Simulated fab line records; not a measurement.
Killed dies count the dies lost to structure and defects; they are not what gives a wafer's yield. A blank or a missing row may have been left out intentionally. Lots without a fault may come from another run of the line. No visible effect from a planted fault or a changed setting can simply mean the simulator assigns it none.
fab line records -- flow n5_finfet
record lots=4, wafers=12, last_day=16
route steps=1938 shown PMOS_HMC_CHANNEL_EPI@75 FIN_SAQP@90 FIN_CUT@165 BEOL_M4@1111 PASSIVATION@1936
lots untouched by any fault: they come from a run of this same line in which no faults occurred
start_h: the number of hours between the record's first day and the start of the first shown wafer of the lot -- wait_h: time in hours since the lot's previous step -- " as in the row above -- L1.1+2: several wafers, shown together as one row -- - no value, or no start was given -- * or withheld: withheld -- < > ~ a bound
route shown NAME@n: NAME is a module with steps in the file, n the number in the route of the first one -- usual: the fault-free wafers' mean and standard deviation -- same: alike in all rows -- chamber/n: place in a boat -- sites: the reading at each site -- _std_site: standard deviation of those values -- _edge_site: outer sites' mean less inner sites' -- radius_mm: how far each site lies from the wafer's centre -- mask NAME#n: copy n -- behind: tool/chamber where the wafer was last shaped -- hold: why the lot was held/for how many hours/how that ended -- device: the n, p or np transistor that did not switch -- end of line: tests of these same wafers at the route's end -- for a step that has no rows: nothing shown but its recipe -- killed: the dies lost at the first sort to structure and to defects; this is not the yield of the wafer -- map: dies across one wafer; x = killed, . = not, _ = none there
set.NAME: the setting the step ran with; set.NAME@STEP: the setting that earlier step ran with -- model.NAME: the simulator's own value behind a step, which no gauge read
a table for each step, a row for each wafer; lots at some steps of the route
## steps
# step N5_PMOS_HMC_CHANNEL_EPI_PRECLEAN_36
# recipe chemistry=O3/DIW, time_s=45, temp_c=22, o3_ppm=10
# step N5_PMOS_HMC_CHANNEL_EPI_PRECLEAN_18
# recipe chemistry=DHF, time_s=30, temp_c=25, dilution=withheld
# step N5_PMOS_HMC_CHANNEL_EPI_SRD_19
# recipe dry=ipa_marangoni, do_ppb=5, time_s=30, temp_c=23, rinse_liquid=diw
# step N5_PMOS_HMC_CHANNEL_EPI_EPI_20
# recipe material=SiGe30, mask_material=SiO2, pressure_torr=20, target_thk_a=590, temp_c=600
# step N5_PMOS_HMC_CHANNEL_EPI_HM_STRIP_35
# recipe chemistry=dHF, temp_c=25, material=SiO2, target=SiO2, target_depth_a=396, time_s=216
# step N5_PMOS_HMC_CHANNEL_EPI_SRD_39
# recipe dry=ipa_marangoni, time_s=30, temp_c=23, rinse_liquid=diw
# step N5_PMOS_HMC_CHANNEL_EPI_CMP_21
# recipe material=SiGe30, post_cmp_clean=alkaline_brush, target_thk_nm=54
# step N5_PMOS_HMC_CHANNEL_EPI_PRECLEAN_40
# recipe chemistry=DHF, time_s=30, temp_c=25, dilution=withheld
# step N5_PMOS_HMC_CHANNEL_EPI_PRECLEAN_37
# recipe chemistry=O3/DIW, time_s=45, temp_c=22, o3_ppm=10
# step N5_PMOS_HMC_CHANNEL_EPI_PRECLEAN_24
# recipe chemistry=DHF, time_s=30, temp_c=25, dilution=withheld
# step N5_PMOS_HMC_CHANNEL_EPI_SRD_25
# recipe dry=ipa_marangoni, do_ppb=5, time_s=30, temp_c=23, rinse_liquid=diw
# step N5_PMOS_HMC_CHANNEL_EPI_EPI_26
# recipe material=Si, target_thk_a=38, temp_c=650, precursor=SiH4/H2, pressure_torr=20, time_s=22.7
# usual chamber_pressure_Torr=20.00/0.044, susceptor_temp_C=650.0/0.32, throttle_valve_pct=12.0/0.63
# same time_s=22.7
lot.wafer,tool,chamber,start_h,wait_h,chamber_pressure_Torr,susceptor_temp_C,throttle_valve_pct
L927.1,epi_rpcvd-02,0,19.92,0.0,20.00,650.2,12.4
L927.2,epi_rpcvd-02,0,19.92,0.0,20.04,650.8,12.4
L927.3,epi_rpcvd-02,0,19.92,0.0,20.03,650.5,12.4
L940.1,epi_rpcvd-02,0,100.36,0.0,19.93,649.9,12.8
L940.2,epi_rpcvd-02,0,100.36,0.0,19.98,650.3,12.4
L940.3,epi_rpcvd-02,0,100.36,0.0,19.93,649.8,12.6
L941.3,epi_rpcvd-02,0,106.23,0.2,20.00,650.1,12.7
L941.4,epi_rpcvd-02,0,106.23,0.2,19.97,650.3,12.6
L941.5,epi_rpcvd-02,0,106.23,0.2,20.01,650.2,12.6
L944.2,epi_rpcvd-04,0,122.39,0.1,19.99,649.2,11.4
L944.3,epi_rpcvd-04,0,122.39,0.1,19.97,649.4,11.6
L944.4,epi_rpcvd-04,0,122.39,0.1,20.04,649.5,11.4
# step N5_PMOS_HMC_CHANNEL_EPI_INSPECT_30
# recipe inspect_instrument=darkfield, mode=post_epi
# usual raw_defect_count=20/5.9
lot.wafer,tool,chamber,start_h,wait_h,raw_defect_count
L927.1,defect_inspect-02,-,20.29,0.0,11
L927.2,defect_inspect-02,-,20.29,0.0,24
L927.3,defect_inspect-02,-,20.29,0.0,10
L940.1,defect_inspect-02,-,100.75,0.0,807
L940.2,defect_inspect-02,-,100.75,0.0,843
L940.3,defect_inspect-02,-,100.75,0.0,811
L941.3,defect_inspect-01,-,106.58,0.0,807
L941.4,defect_inspect-01,-,106.58,0.0,822
L941.5,defect_inspect-01,-,106.58,0.0,782
L944.2,defect_inspect-02,-,122.71,0.0,25
L944.3,defect_inspect-02,-,122.71,0.0,28
L944.4,defect_inspect-02,-,122.71,0.0,23
# step N5_FIN_SAQP_PRECLEAN_42
# recipe chemistry=O3/DIW, time_s=60, temp_c=22, o3_ppm=10
# step N5_FIN_SAQP_PRECLEAN_00
# recipe chemistry=SC1, time_s=60, temp_c=55, mix=1:2:50
# step N5_FIN_SAQP_PRECLEAN_44
# recipe chemistry=SC2, time_s=45, temp_c=35, mix=1:1:50
# step N5_FIN_SAQP_SRD_01
# recipe dry=ipa_marangoni, time_s=30, temp_c=23, rinse_liquid=diw
# step N5_FIN_SAQP_ALD_61
# recipe material=SiO2, target_thk_a=40, temp_c=300, ald_precursor_family=BDEAS, ald_co_reactant=O2-plasma, pulse_time_s=1, purge_time_s=2, co_reactant_purge_time_s=2, ald_cycles=43, pressure_torr=2
# step N5_FIN_SAQP_DENSIFY_62
# recipe temp_c=700, time_s=60, ambient=N2, idle_temp_c=600, ramp_up_c_per_s=150, ramp_down_c_per_s=60, cool_to_c=600
# step N5_FIN_SAQP_HM_DEP_03
# recipe material=SiNx, target_thk_a=380, temp_c=400, precursor=SiH4/NH3/N2, pressure_torr=1.5, rf_w=300, time_s=33.6
# step N5_FIN_SAQP_PECVD_47
# recipe material=a-Si, target_thk_a=450, temp_c=400, precursor=SiH4/He, pressure_torr=3, rf_w=100, time_s=36.3
# step N5_FIN_SAQP_PECVD_48
# recipe material=SiNx, target_thk_a=250, temp_c=400, precursor=SiH4/NH3/N2, pressure_torr=1.5, rf_w=300, time_s=22.1
# step N5_FIN_SAQP_PECVD_06
# recipe material=a-Si, target_thk_a=600, temp_c=400, precursor=SiH4/He, pressure_torr=3, rf_w=100, time_s=48.1
# step N5_FIN_SAQP_HM_DEP_72
# recipe material=SiO2, target_thk_a=120, temp_c=400, precursor=SiH4/N2O, pressure_torr=0.75, rf_w=275, time_s=7.2
# step N5_FIN_SAQP_COAT_49
# recipe resist=SOC, temp_c=250, time_s=60, spin_rpm=1500, resist_thk_nm=100
# step N5_FIN_SAQP_COAT_50
# recipe resist=SiARC, temp_c=220, time_s=60, spin_rpm=1500, resist_thk_nm=35
# step N5_FIN_SAQP_COAT_10
# recipe resist=CAR-ArF, spin_rpm=1500, resist_thk_nm=90
# step N5_FIN_SAQP_EBR_12
# recipe solvent=PGMEA, ebr_width_mm=1.5
# step N5_FIN_SAQP_SOFTBAKE_11
# recipe temp_c=110, time_s=60, resist=CAR-ArF
# step N5_FIN_SAQP_EXPOSE_13
# recipe mask_id=FIN_CORE, na=1.35, source_shape=dipole, sigma_inner=0.538, sigma_outer=0.738, polarization=te, target_cd_nm=35.6, dose_mj=63.25
# step N5_FIN_SAQP_PEB_14
# recipe peb_temp_c=withheld, peb_time_s=60, resist=CAR-ArF
# step N5_FIN_SAQP_DEVELOP_15
# recipe develop_time_s=30, developer=TMAH, resist=CAR-ArF, dev_temp_c=23, rinse_liquid=diw, dry=air_spin
# step N5_FIN_SAQP_INSPECT_18
# recipe mode=adi, inspect_instrument=brightfield
# usual raw_defect_count=396/110
lot.wafer,tool,chamber,start_h,wait_h,raw_defect_count
L927.1,defect_inspect-02,-,21.83,0.0,466
L927.2,defect_inspect-02,-,21.83,0.0,403
L927.3,defect_inspect-02,-,21.83,0.0,500
L940.1,defect_inspect-01,-,102.08,0.0,1122
L940.2,defect_inspect-01,-,102.08,0.0,1231
L940.3,defect_inspect-01,-,102.08,0.0,1027
L941.3,defect_inspect-01,-,108.00,0.0,998
L941.4,defect_inspect-01,-,108.00,0.0,1001
L941.5,defect_inspect-01,-,108.00,0.0,1060
L944.2,defect_inspect-02,-,124.15,0.0,417
L944.3,defect_inspect-02,-,124.15,0.0,448
L944.4,defect_inspect-02,-,124.15,0.0,285
# step N5_FIN_SAQP_DESCUM_21
# recipe chemistry=O2, time_s=7.9, source_power_w=50, bias_power_w=20, pressure_mtorr=20, rf_frequency_hz=2.712e+07, temp_c=40, resist=CAR-ArF, o2_flow_sccm=225
# step N5_FIN_SAQP_ETCH_51
# recipe chemistry=CF4, target=SiARC, target_depth_a=455, mask_material=CAR-ArF, time_s=75.8, ion_energy_ev=80, pressure_mtorr=40, source_w=545, bias_w=36, Ar_flow_sccm=100, cf4_flow_sccm=100, ends=cleared
# step N5_FIN_SAQP_ETCH_52
# recipe chemistry=N2/H2, target=SOC, target_depth_a=1000, overetch_a=200, mask_material=SiARC, temp_c=40, time_s=150, ion_energy_ev=200, pressure_mtorr=30, source_w=840, bias_w=150, n2_flow_sccm=200, h2_flow_sccm=200, ends=end_point
# step N5_FIN_SAQP_INSPECT_40
# recipe inspect_instrument=brightfield, mode=aei
# usual raw_defect_count=226/65
lot.wafer,tool,chamber,start_h,wait_h,raw_defect_count
L927.1,defect_inspect-02,-,26.04,0.0,233
L927.2,defect_inspect-02,-,26.04,0.0,311
L927.3,defect_inspect-02,-,26.04,0.0,337
L940.1,defect_inspect-02,-,106.37,0.0,1183
L940.2,defect_inspect-02,-,106.37,0.0,1225
L940.3,defect_inspect-02,-,106.37,0.0,1035
L941.3,defect_inspect-02,-,112.33,0.0,916
L941.4,defect_inspect-02,-,112.33,0.0,931
L941.5,defect_inspect-02,-,112.33,0.0,865
L944.2,defect_inspect-02,-,129.48,0.0,305
L944.3,defect_inspect-02,-,129.48,0.0,399
L944.4,defect_inspect-02,-,129.48,0.0,260
# step N5_FIN_CUT_INSPECT_10
# recipe mode=adi, inspect_instrument=brightfield
# usual raw_defect_count=42/12
lot.wafer,tool,chamber,start_h,wait_h,raw_defect_count
L927.1,defect_inspect-01,-,26.56,0.1,42
L927.2,defect_inspect-01,-,26.56,0.1,53
L927.3,defect_inspect-01,-,26.56,0.1,58
L940.1,defect_inspect-02,-,106.89,0.1,853
L940.2,defect_inspect-02,-,106.89,0.1,904
L940.3,defect_inspect-02,-,106.89,0.1,835
L941.3,defect_inspect-01,-,112.85,0.0,803
L941.4,defect_inspect-01,-,112.85,0.0,820
L941.5,defect_inspect-01,-,112.85,0.0,790
L944.2,defect_inspect-02,-,130.00,0.0,64
L944.3,defect_inspect-02,-,130.00,0.0,75
L944.4,defect_inspect-02,-,130.00,0.0,50
# step N5_BEOL_M4_RC_MEAS_101
# usual DIBL_N=36.1/1.6, DIBL_P=36.6/1.9, IOFF_N=0.160/0.026, IOFF_P=0.210/0.028, ION_N=677/10, ION_P=464/6.9, SS_N=71.4/0.56, SS_P=73.3/0.61, VT_N=249.1/2.6, VT_P=-250/3.3
lot.wafer,tool,chamber,start_h,wait_h,DIBL_N[mV/V],DIBL_P[mV/V],IOFF_N[nA/um],IOFF_P[nA/um],ION_N[uA/um],ION_P[uA/um],SS_N[mV/dec],SS_P[mV/dec],VT_N[mV],VT_P[mV]
L927.1,prober-01,0,166.96,0.0,35.7,35.1,0.139,0.177,684,463,71.3,73.0,250.4,-254
L927.2,prober-01,0,166.96,0.0,37.2,36.4,0.151,0.194,674,462,72.0,74.1,252.9,-252
L927.3,prober-01,0,166.96,0.0,36.8,37.1,0.149,0.190,676,453,72.1,73.3,250.9,-253
L940.1,prober-01,0,261.96,0.0,35.4,35.7,0.158,0.176,688,458,71.5,72.9,248.0,-256
L940.2,prober-01,0,261.96,0.0,38.3,39.4,0.203,0.229,686,460,71.8,74.7,246.4,-250
L940.3,prober-01,0,261.96,0.0,34.9,35.5,0.138,0.171,673,456,71.3,73.5,251.9,-254
L941.3,prober-02,0,262.79,0.3,36.9,36.2,0.176,0.242,684,472,71.2,73.8,245.4,-244
L941.4,prober-02,0,262.79,0.3,37.8,37.0,0.184,0.249,697,480,71.1,73.4,247.3,-246
L941.5,prober-02,0,262.79,0.3,35.5,34.0,0.146,0.206,664,463,70.4,73.0,249.8,-248
L944.2,prober-01,0,284.30,0.2,37.4,38.8,0.179,0.208,677,454,72.7,73.6,247.4,-251
L944.3,prober-01,0,284.30,0.2,37.1,38.6,0.170,0.213,671,463,71.7,73.1,247.8,-251
L944.4,prober-01,0,284.30,0.2,34.6,36.1,0.136,0.181,672,456,71.5,73.4,250.5,-254
# step N5_PASSIVATION_PROBE_49
# usual defect_limited_yield=91.3/1.5, killed_at_M0_to_M3=34/10, killed_at_M4_up=13/4.9, killed_at_contacts=13/6.1, killed_at_front_end=39/13, killed_at_other=4.1/2.7, killed_dies=103/18, killed_on_rim=13/4.3, killed_open=68/13, killed_short=32/7.6, sort_bin_5_function=5.2/1, sort_bin_6_memory=3.2/0.75, sort_n_pass=1077/18, sort_yield_pct=91.3/1.5
# same gross_dies=1180, killed_at_back_side=0, sort_bin_4_leakage[%]=0, sort_bin_8_speed[%]=0
lot.wafer,tool,chamber,start_h,wait_h,defect_limited_yield[%],killed_at_M0_to_M3,killed_at_M4_up,killed_at_contacts,killed_at_front_end,killed_at_other,killed_dies,killed_on_rim,killed_open,killed_short,sort_bin_5_function[%],sort_bin_6_memory[%],sort_n_pass,sort_yield_pct[%]
L927.1,prober-02,-,264.02,0.0,91.4,35,17,11,35,3,101,13,67,31,5.3,3.1,1079,91.4
L927.2,prober-02,-,264.07,0.1,91.8,30,20,5,34,8,97,14,57,34,4.7,3.1,1083,91.8
L927.3,prober-02,-,264.12,0.1,94.2,19,11,13,23,2,68,8,39,24,3.2,1.9,1112,94.2
L940.1,prober-02,-,367.36,0.0,84.1,42,9,8,126,3,188,29,72,31,8.2,4.2,992,84.1
L940.2,prober-02,-,367.41,0.1,84.5,29,16,7,128,3,183,34,74,17,9.1,3.6,997,84.5
L940.3,prober-02,-,367.46,0.1,82.9,39,20,9,131,3,202,35,77,32,11.1,3.9,978,82.9
L941.3,prober-02,-,378.66,0.1,84.1,52,11,6,116,3,188,27,70,34,9.2,4.2,992,84.1
L941.4,prober-02,-,378.71,0.2,84.0,43,11,12,118,5,189,29,63,33,9.2,4.5,991,84.0
L941.5,prober-02,-,378.76,0.2,84.8,41,8,7,117,6,179,31,53,37,8.7,3.6,1001,84.8
L944.2,prober-01,-,385.10,0.1,89.0,41,18,12,51,8,130,23,81,44,5.5,5.0,1050,89.0
L944.3,prober-01,-,385.15,0.1,89.8,56,8,16,38,2,120,19,78,40,5.8,3.9,1060,89.8
L944.4,prober-01,-,385.20,0.2,92.5,23,6,12,44,3,88,8,54,33,3.8,3.2,1092,92.5
# killed by level:class
L927.1 STI_FIN_REVEAL:geometric_particle:open=17 BEOL_M3:geometric_particle:open=14 BEOL_M0_SAQP:geometric_particle:short=7 MOL_CONTACT_COAG:geometric_particle:open=6 BEOL_M1:geometric_particle:open=6 BEOL_M4:geometric_particle:open=6 MOL_CONTACT_COAG:geometric_particle:short=4 STARTING-WAFER:geometric_particle:short=4
L927.2 BEOL_M3:geometric_particle:open=8 BEOL_M4:geometric_particle:open=8 STI_FIN_REVEAL:geometric_particle:open=7 BEOL_M0_SAQP:geometric_particle:open=7 BEOL_M0_SAQP:geometric_particle:short=7 DUMMY_GATE:geometric_particle:open=4 ILD0:geometric_particle:short=4 MOL_CONTACT_COAG:geometric_particle:open=4
L927.3 STI_FIN_REVEAL:geometric_particle:open=9 MOL_CONTACT_COAG:geometric_particle:open=6 MOL_CONTACT_COAG:geometric_particle:short=5 BEOL_M0_SAQP:geometric_particle:short=4 BEOL_M0_SAQP:geometric_particle:open=4 BEOL_M2:geometric_particle:open=4 BEOL_M5:geometric_particle:open=4 STARTING-WAFER:geometric_particle:short=3
L940.1 PMOS_HMC_CHANNEL_EPI:unspecified=82 STI_FIN_REVEAL:geometric_particle:open=15 BEOL_M0_SAQP:geometric_particle:open=10 FIN_SAQP:geometric_particle:open=8 BEOL_M2:geometric_particle:open=8 FIN_SAQP:geometric_particle:short=7 BEOL_M1:geometric_particle:open=7 MOL_CONTACT_COAG:geometric_particle:open=6
L940.2 PMOS_HMC_CHANNEL_EPI:unspecified=90 STI_FIN_REVEAL:geometric_particle:open=16 MOL_CONTACT_COAG:geometric_particle:open=7 STARTING-WAFER:geometric_particle:short=7 BEOL_M0:geometric_particle:open=6 BEOL_M2:geometric_particle:open=6 BEOL_M0_SAQP:geometric_particle:open=5 BEOL_M1:geometric_particle:open=5
L940.3 PMOS_HMC_CHANNEL_EPI:unspecified=90 STI_FIN_REVEAL:geometric_particle:open=17 BEOL_M4:geometric_particle:open=9 FIN_SAQP:geometric_particle:short=8 MOL_CONTACT_COAG:geometric_particle:open=7 BEOL_M0_SAQP:geometric_particle:short=7 BEOL_M0:geometric_particle:open=6 BEOL_M1:geometric_particle:short=6
L941.3 PMOS_HMC_CHANNEL_EPI:unspecified=81 BEOL_M0_SAQP:geometric_particle:open=13 BEOL_M1:geometric_particle:open=9 BEOL_M0_SAQP:geometric_particle:short=7 FIN_SAQP:geometric_particle:open=6 STI_FIN_REVEAL:geometric_particle:open=6 BEOL_M2:geometric_particle:open=6 FIN_SAQP:geometric_particle:short=5
L941.4 PMOS_HMC_CHANNEL_EPI:unspecified=91 BEOL_M1:geometric_particle:open=10 MOL_CONTACT_COAG:geometric_particle:open=8 BEOL_M0_SAQP:geometric_particle:short=8 BEOL_M0:geometric_particle:open=8 FIN_SAQP:geometric_particle:short=7 FIN_SAQP:geometric_particle:open=6 BEOL_M0_SAQP:geometric_particle:open=6
L941.5 PMOS_HMC_CHANNEL_EPI:unspecified=87 STI_FIN_REVEAL:geometric_particle:open=17 BEOL_M1:geometric_particle:short=9 BEOL_M2:geometric_particle:open=8 BEOL_M1:geometric_particle:open=7 BEOL_M2:geometric_particle:short=6 MOL_CONTACT_COAG:geometric_particle:short=5 BEOL_M0_SAQP:geometric_particle:short=5
L944.2 STI_FIN_REVEAL:geometric_particle:open=20 BEOL_M0_SAQP:geometric_particle:short=15 FIN_SAQP:geometric_particle:short=13 MOL_CONTACT_COAG:geometric_particle:open=12 BEOL_M0_SAQP:geometric_particle:open=8 FIN_SAQP:geometric_particle:open=6 BEOL_M1:geometric_particle:open=5 GATE_CUT:geometric_particle:short=4
L944.3 MOL_CONTACT_COAG:geometric_particle:open=16 BEOL_M0_SAQP:geometric_particle:short=15 BEOL_M0_SAQP:geometric_particle:open=11 FIN_SAQP:geometric_particle:open=8 FIN_SAQP:geometric_particle:short=8 BEOL_M2:geometric_particle:open=8 STI_FIN_REVEAL:geometric_particle:open=7 BEOL_M3:geometric_particle:open=7
L944.4 FIN_SAQP:geometric_particle:short=10 MOL_CONTACT_COAG:geometric_particle:open=10 FIN_SAQP:geometric_particle:open=7 DUMMY_GATE:geometric_particle:open=7 GATE_CUT:geometric_particle:short=5 BEOL_M0_SAQP:geometric_particle:short=5 BEOL_M0:geometric_particle:open=4 BEOL_M2:geometric_particle:open=4
# map L940.3 (x killed, . not)
_________________x....x......________________
______________........x...xx.xxx_____________
___________............x....xxxxxxx__________
__________........x.......xxxxxxxxxx_________
________x...................xxxxxxxxxx_______
_______...x................x.xxxxxxxxxx______
______.....xxx................xxxxxxxxxx_____
_____.............x..........xxxxxxxxxxxx____
____.x.....x..................xxxxxxxxx.xx___
___.x.....x...................x.xxxx..xx.x.__
___..............x.....x...x..x..xxxxx.x...__
__........x..............x.x....x...x.x.x..._
__............x.....x...x............x......_
_.......x.......x...................x...x....
_.x........x....x............x...............
_................x..........................x
_..........x..x....x.......xx................
_................x....x.x.x.x................
_....x...x.....x........x...x..........x.x...
_.......x...x............xx..x...............
_..........x................x.xx.x........x..
__....................x.................xx.._
__....x......x................x.x..x....x..._
___x..x.....................x.......x..x.x.__
___...x.x...............x..............x...__
____.........x..................x.......x.___
_____x.........x....x......x.....x..x.x..____
______..................x..............._____
_______x........x..............x.....x.______
________........x..............x..x..._______
__________.........................._________
___________.................x.xx..x__________
______________...........x.x...._____________
_________________........x...________________
# map L941.4 (x killed, . not)
_________________......x....x________________
______________.............x.xxx_____________
___________..............x..xxxxxxx__________
__________........x......x.xxxxxxxxx_________
________.................x...xxxxxxxxx_______
_______.x....x.x.............xxxxxxxxxx______
______...x.x.........x....xxxxxxxxxxxxxx_____
_____.....................x.xxxxxxxxxxxxx____
____.....x......x....x........xxxxxxxxxx.x___
___x..............x..........x..xx.xxx.xxx.__
___.........x...........x........xxxxx.x...__
__.........x.x...........x..........xxx....._
__.....x........................x..........._
_..x...x..................x..................
_...............x...x......x........x........
_....x....x..................................
_..........x..............x..................
_................x.......x....x...xx.........
_..................x.........................
_.x.xx.....x.......x.........................
_..x......x.....................x.x..x.......
__.....x.........................x.....x...x_
__x.........x............x.................._
___....x...x............x..x...............__
___..............x..x............x.xx......__
____.................x.....x..............___
_____.............x.x..x.x.............x.____
______.......................x.........._____
_______.................x......xxx...x.______
________...x....x..x....x.x..x........_______
__________.........x.....x...x.x.x.._________
___________.x......................__________
______________.....x............_____________
_________________............________________
## key
first_sign step=N5_PMOS_HMC_CHANNEL_EPI_INSPECT_30, reading=raw_defect_count, direction=up, sigmas=99+, usual=20, struck=812
effect step=N5_FIN_SAQP_INSPECT_18, reading=raw_defect_count, direction=up, sigmas=6.1, usual=396, struck=1073
effect step=N5_FIN_SAQP_INSPECT_40, reading=raw_defect_count, direction=up, sigmas=12, usual=226, struck=1026
effect step=N5_FIN_CUT_INSPECT_10, reading=raw_defect_count, direction=up, sigmas=65, usual=42, struck=834
effect step=N5_PASSIVATION_PROBE_49, reading=killed_at_front_end, direction=up, sigmas=6.7, usual=39, struck=123
more_kills_born_at N5_PMOS_HMC_CHANNEL_EPI_EPI_26@epi_rpcvd-02=521
met_at N5_PMOS_HMC_CHANNEL_EPI_EPI_26
struck_wafers L940.1,L940.2,L940.3,L941.3,L941.4,L941.5
onset_between 19.92 100.36
fault kind=chamber_particle_source, tool=epi_rpcvd-02, chamber=-, onset_h=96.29, steps=N5_PMOS_HMC_CHANNEL_EPI_EPI_26, rate_per_visit_cm2=1.2047, end_h=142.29
